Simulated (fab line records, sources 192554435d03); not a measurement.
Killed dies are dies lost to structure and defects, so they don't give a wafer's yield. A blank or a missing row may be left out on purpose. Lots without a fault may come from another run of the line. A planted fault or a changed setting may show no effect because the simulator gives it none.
Chamber matching | flow n5_finfet | N5_BEOL_M4_VIA_ETCH_34 on rie_diel-05: 4 sister chambers
The step etches the open film in C4F6/O2, target depth 69.4 nm, time 65.9 s. 4 wafers are shown with their chamber, then 8 later ones without.

WAFERS WITH THEIR CHAMBER
wafer  | chamber | showerhead_plenum_p_Torr (Torr)
L085.4 | 2       | 3.03
L089.4 | 0       | 2.96
L089.6 | 1       | 2.68
L090.2 | 3       | 2.79

WAFERS WITHOUT THEIR CHAMBER
wafer  | showerhead_plenum_p_Torr (Torr)
L090.4 | 2.68
L090.6 | 2.96
L092.2 | 2.96
L092.4 | 3.02
L092.6 | 3.02
L094.1 | 2.68
L094.2 | 2.95
L094.6 | 2.68

WHICH CHAMBER EACH WENT THROUGH
wafer  | from the rows above | in truth
L090.4 | 1                   | 1
L090.6 | 0                   | 0
L092.2 | 0                   | 0
L092.4 | 2                   | 2
L092.6 | 2                   | 2
L094.1 | 1                   | 1
L094.2 | 0                   | 0
L094.6 | 1                   | 1
Placed correctly: 8 of 8. Can't be placed from these rows: 0. Placed wrongly: 0.
How it was worked out, from the rows above alone: a wafer's distance from a chamber is the root of the sum, over the readings, of the square of ((its reading less the chamber's mean) divided by the reading's scatter). The wafer belongs to the nearest chamber; if the next one is less than 2 further off, it can't be placed. A chamber's mean is the mean of its shown wafers. The scatter: with one shown wafer a chamber, the root of the mean of the squares of how far each hidden wafer lies from its nearest shown one.
